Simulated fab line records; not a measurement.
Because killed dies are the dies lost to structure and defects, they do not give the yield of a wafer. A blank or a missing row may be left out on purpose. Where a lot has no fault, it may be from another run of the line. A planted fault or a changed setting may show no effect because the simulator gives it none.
A single fault, viewed from 3 desks | flow n5 finfet | numbers are kept per desk, each desk with only its own; the story behind them comes last

## DESK OF THE TOOL OWNER: pecvd-02
The tool's own readings at N5_PASSIVATION_PECVD_35 (deposits SiNx from SiH4/NH3/N2, target thk 700 nm, time 151.3 s): means of the sampled wafers that have a number, for each lot that ran on this tool. Marked OUT: a lot whose mean sits more than 4 standard deviations from the usual mean, which makes it out of limits; the brackets give that distance.
Columns: A = heater power w at N5_PASSIVATION_PECVD_35, usual 326 W; B = run length s at N5_PASSIVATION_PECVD_35, usual 195.3 s; C = showerhead plenum p Torr at N5_PASSIVATION_PECVD_35, usual 8.69 Torr; D = throttle valve pct at N5_PASSIVATION_PECVD_35, usual 28.9 %
lot  | first seen here | A   | B               | C    | D
L834 | day 14 10:37    | 310 | 195.6           | 8.64 | 28.4
L836 | day 15 04:04    | 260 | 195.6           | 8.61 | 28.5
L837 | day 15 20:57    | 310 | 214.3 (+30) OUT | 8.58 | 28.7
L838 | day 16 02:45    | 316 | 204.8 (+15) OUT | 8.62 | 28.4
This desk's verdict: out of limits on L837, L838, starting with L837 at day 15 20:57 (run length s at N5_PASSIVATION_PECVD_35). L834, L836: within limits.

## THE DEFECT DESK
Counts from the inspections along the route, per lot, as means over the sampled wafers that have a number. Marked OUT: a lot whose mean sits more than 4 standard deviations from the usual mean, which makes it out of limits; the brackets give that distance.
Columns: A = raw defect count at N5_PASSIVATION_INSPECT_67, usual 1.8
lot  | first seen here | A
L824 | day 12 06:43    | 1.7
L826 | day 12 08:19    | 2.0
L830 | day 13 06:18    | 1.0
L832 | day 13 17:37    | 1.0
L833 | day 13 22:23    | 1.3
L834 | day 14 11:05    | 2.0
L836 | day 15 04:41    | 2.5
L837 | day 15 21:26    | 2.3
L838 | day 16 03:22    | 2.7
L846 | day 17 16:47    | 1.3
L847 | day 18 14:16    | 1.7
Finding of this desk: none of the 11 lots has anything out of limits.

## THE METROLOGY DESK
Lot by lot, what the gauges showed, no matter which tool ran the lot: averages of those sampled wafers that carry a number. Marked OUT: a lot whose mean sits more than 4 standard deviations from the usual mean, which makes it out of limits; the brackets give that distance. 7 of its 11 readings are shown, namely those furthest out on some lot.
Columns: A = DIBL_N at N5_BEOL_M4_RC_MEAS_101, usual 36.5 mV/V; B = DIBL_P at N5_BEOL_M4_RC_MEAS_101, usual 36.6 mV/V; C = IOFF_P at N5_BEOL_M4_RC_MEAS_101, usual 0.21 nA/um; D = ION_P at N5_BEOL_M4_RC_MEAS_101, usual 460 uA/um; E = SS_N at N5_BEOL_M4_RC_MEAS_101, usual 71.6 mV/dec; F = SS_P at N5_BEOL_M4_RC_MEAS_101, usual 73.4 mV/dec; G = cd nm at N5_PASSIVATION_CD_MEAS_30, usual 3999.8 nm
lot  | first seen here | A    | B    | C    | D   | E    | F    | G
L824 | day 8 10:10     | 34.4 | 33.0 | 0.20 | 470 | 71.0 | 72.8 | 4000.7
L826 | day 8 10:22     | 36.3 | 36.4 | 0.21 | 454 | 71.8 | 74.1 | 3997.8
L830 | day 9 12:04     | 36.1 | 36.9 | 0.22 | 467 | 72.4 | 73.3 | 3998.0
L832 | day 9 18:21     | 36.4 | 36.2 | 0.20 | 459 | 71.9 | 73.3 | 4002.4
L833 | day 9 22:53     | 36.3 | 35.9 | 0.19 | 459 | 71.6 | 72.9 | 4001.0
L834 | day 10 10:15    | 36.1 | 38.1 | 0.19 | 457 | 72.0 | 73.6 | 3998.7
L836 | day 11 02:14    | 38.0 | 38.3 | 0.20 | 457 | 72.2 | 74.0 | 3999.4
L837 | day 11 21:37    | 36.1 | 34.9 | 0.20 | 455 | 71.5 | 73.7 | 3997.6
L838 | day 11 23:48    | 37.6 | 38.5 | 0.26 | 472 | 71.6 | 73.4 | 3997.4
L846 | day 13 16:08    | 37.4 | 36.8 | 0.23 | 460 | 71.6 | 73.4 | 4000.3
L847 | day 13 20:43    | 35.7 | 35.4 | 0.20 | 454 | 72.0 | 72.3 | 4001.6
Finding of this desk: none of the 11 lots has anything out of limits.

## ALL TOGETHER
At day 15 20:57, on L837, L838, the tool owner's desk was in a position to raise an alarm.
No out-of-limits result turned up at the defect desk.
Metrology desk: nothing out of limits seen.
The defect desk has L837, L838 on record, within its limits.
The metrology desk holds a record of L837, L838, inside its limits.
On pecvd-02, each named lot ran N5_PASSIVATION_PECVD_35.

## WHAT THE SIMULATOR PUT IN
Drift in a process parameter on pecvd-02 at N5_PASSIVATION_PECVD_35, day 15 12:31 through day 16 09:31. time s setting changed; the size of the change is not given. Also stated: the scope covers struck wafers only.
Lots struck among those shown: L837, L838.
Hours from the fault's start to each desk's first reading out of limits: the tool owner's desk, 8.
